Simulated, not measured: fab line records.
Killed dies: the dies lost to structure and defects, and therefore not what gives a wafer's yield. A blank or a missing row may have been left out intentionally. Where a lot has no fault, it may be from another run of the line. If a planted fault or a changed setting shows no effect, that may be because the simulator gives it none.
Chamber matching :: flow n5 finfet :: N5_BEOL_M5_CURE_80 on uv cure-01 has 3 sister chambers
The step cures SiCOH lowk, time 120 s. 3 wafers are shown with their chamber, then 12 later ones without.

== EACH WAFER AND ITS CHAMBER ==
wafer: L079.4
chamber: 2
wafer_temp_C_max: 372.7

wafer: L092.6
chamber: 1
wafer_temp_C_max: 371.2

wafer: L094.6
chamber: 0
wafer_temp_C_max: 371.1

== WAFERS WHOSE CHAMBER IS MISSING ==
wafer: L094.2
wafer_temp_C_max: 371.4

wafer: L094.3
wafer_temp_C_max: 371.4

wafer: L094.4
wafer_temp_C_max: 371.8

wafer: L096.1
wafer_temp_C_max: 371.1

wafer: L096.5
wafer_temp_C_max: 372.3

wafer: L096.6
wafer_temp_C_max: 371.7

wafer: L096.2
wafer_temp_C_max: 371.8

wafer: L096.3
wafer_temp_C_max: 371.8

wafer: L096.4
wafer_temp_C_max: 372.0

wafer: L097.1
wafer_temp_C_max: 371.0

wafer: L097.2
wafer_temp_C_max: 371.1

wafer: L097.3
wafer_temp_C_max: 372.0

== THE CHAMBER EACH PASSED THROUGH ==
wafer: L094.2
from the rows above: can't be placed: 1 or 0
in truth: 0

wafer: L094.3
from the rows above: can't be placed: 1 or 0
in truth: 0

wafer: L094.4
from the rows above: can't be placed: 1 or 0 or 2
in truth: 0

wafer: L096.1
from the rows above: can't be placed: 0 or 1
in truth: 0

wafer: L096.5
from the rows above: can't be placed: 2 or 1 or 0
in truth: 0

wafer: L096.6
from the rows above: can't be placed: 1 or 0 or 2
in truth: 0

wafer: L096.2
from the rows above: can't be placed: 1 or 0 or 2
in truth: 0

wafer: L096.3
from the rows above: can't be placed: 1 or 0 or 2
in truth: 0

wafer: L096.4
from the rows above: can't be placed: 2 or 1 or 0
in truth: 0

wafer: L097.1
from the rows above: can't be placed: 0 or 1
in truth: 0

wafer: L097.2
from the rows above: can't be placed: 0 or 1
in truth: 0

wafer: L097.3
from the rows above: can't be placed: 2 or 1 or 0
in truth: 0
Placed correctly: 0 of 12. From these rows, 12 cannot be placed; in 12 the true chamber is one of the candidates. 0 placed wrongly.
How it was worked out, from the rows above alone: a wafer's distance from a chamber is the root of the sum, over the readings, of the square of ((its reading less the chamber's mean) divided by the reading's scatter). If the next closest chamber is less than 2 further off than the closest, the wafer can't be placed; otherwise it belongs to the closest. For every chamber, the mean is computed from those of its wafers that are shown. The scatter: with one shown wafer a chamber, the root of the mean of the squares of how far each hidden wafer lies from its nearest shown one.
